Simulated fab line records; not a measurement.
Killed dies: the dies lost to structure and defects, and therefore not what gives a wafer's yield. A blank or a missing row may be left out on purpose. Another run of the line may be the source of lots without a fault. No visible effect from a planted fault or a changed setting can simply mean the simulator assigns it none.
Split-lot experiment -- flow n5-finfet -- 21 wafers read from 7 lots, route of 1938 steps

## THE SPLIT ITSELF
At N5_GATE_CUT_DESCUM_18 (chemistry O2, time 7 s), the setting time-s was moved away from the recipe's 7 s on 8 of the 21 wafers read, by -21.1% to +20.1%. All remaining wafers had this setting at the recipe value.

## SPLIT TO READING: what lies between them in the file, 1 step
- N5_GATE_CUT_ETCH_28: etches underlayer in N2/H2, target depth 13 nm, time 10.4 s

## THE READING
CAR-EUV_of_GATE_CUT_COAT_07.thk-nm (the simulator's own value, which no gauge read), in nm, at N5_GATE_CUT_ETCH_36 (etches SiARC in CF4, target depth 13 nm, time 21.7 s). The file gives no usual value for it. Here, 13 wafers ran the recipe; their average is 7.0 nm with a standard deviation of 0.095 nm.

wafer,"tool, chamber at the split","time-s as run, s",against the recipe,"CAR-EUV_of_GATE_CUT_COAT_07.thk-nm, nm",against lot-mates on the recipe
L074.1,"rie-diel-05, 2",8.143,+16.3%,6.4,-0.6
L074.3,"rie-diel-05, 3",8.143,+16.3%,6,-1.0
L074.6,"rie-diel-05, 2",7,recipe,7,-
L080.2,"rie-diel-05, 2",7,recipe,7,-
L080.3,"rie-diel-05, 1,0",7,recipe,7,-
L080.5,"rie-diel-05, 1,0",7,recipe,7,-
L089.2,"rie-diel-01, 2",7,recipe,7,-
L089.4,"rie-diel-01, 3,2",7,recipe,7,-
L089.6,"rie-diel-01, 3,2",7,recipe,7,-
L091.3,"rie-diel-01, 3",7,recipe,7.2,-
L091.4,"rie-diel-01, 2",5.523,-21.1%,7.8,+0.6
L091.5,"rie-diel-01, 3",5.523,-21.1%,7.8,+0.6
L092.3,"rie-diel-01, 1,2",8.409,+20.1%,6.2,-0.8
L092.4,"rie-diel-01, 1,2",8.409,+20.1%,6.4,-0.6
L092.6,"rie-diel-01, 3",7,recipe,7,-
L093.1,"rie-diel-04, 1",7,recipe,6.8,-
L093.5,"rie-diel-04, 2,0",7,recipe,6.8,-
L093.4,"rie-diel-04, 2,0",7,recipe,7,-
L097.1,"rie-diel-05, 1",6.43,-8.1%,7.4,+0.4
L097.4,"rie-diel-05, 3",7,recipe,7,-
L097.5,"rie-diel-05, 3",6.43,-8.1%,7.2,+0.2
If several chambers appear in one row, that row covers several wafers at once and the file leaves open which wafer was in which chamber.

FIT RESULTS
A straight line over all 21 wafers: CAR-EUV_of_GATE_CUT_COAT_07.thk-nm changes by -0.0392 nm for each +1% of time-s; r = -0.96; the points scatter about the line by 0.13 nm.
The same after taking each lot's own level away (the mean of its wafers on the recipe; 21 wafers): -0.0355 nm for each +1%; r = -0.96; scatter 0.12 nm.
On that fit, the largest move of time-s shifts the reading by 0.75 nm.
The span of the lots' own levels, 6.87 to 7.20 nm, comes to 3.5 times the standard deviation stated above.
Thus the slope moves with the lot-to-lot level: the two fits are different.
Check: +0.755 nm against its lot-mates is what the line predicts for one of the wafers moved furthest among these (-21.1%) when that wafer is left out of the fit. It came out at +0.6 nm against them.

## THE WHOLE CHAIN: every reading that the file lists as answering this split, in the file's order
step,what it does,reading,change (the file's fit),r (the file's)
N5_GATE_CUT_DESCUM_18,"chemistry O2, time 7 s","CAR-EUV_of_GATE_CUT_COAT_07.thk-nm (the simulator's own value, which no gauge read)",-0.0369 nm for each +1% of the setting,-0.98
N5_GATE_CUT_ETCH_36,"etches SiARC in CF4, target depth 13 nm, time 21.7 s","CAR-EUV_of_GATE_CUT_COAT_07.thk-nm (the simulator's own value, which no gauge read)",-0.0357 nm for each +1% of the setting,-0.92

## FILE'S OWN FIT
CAR-EUV_of_GATE_CUT_COAT_07.thk-nm changes by -0.0357 nm for each +1% of time-s, r = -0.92.
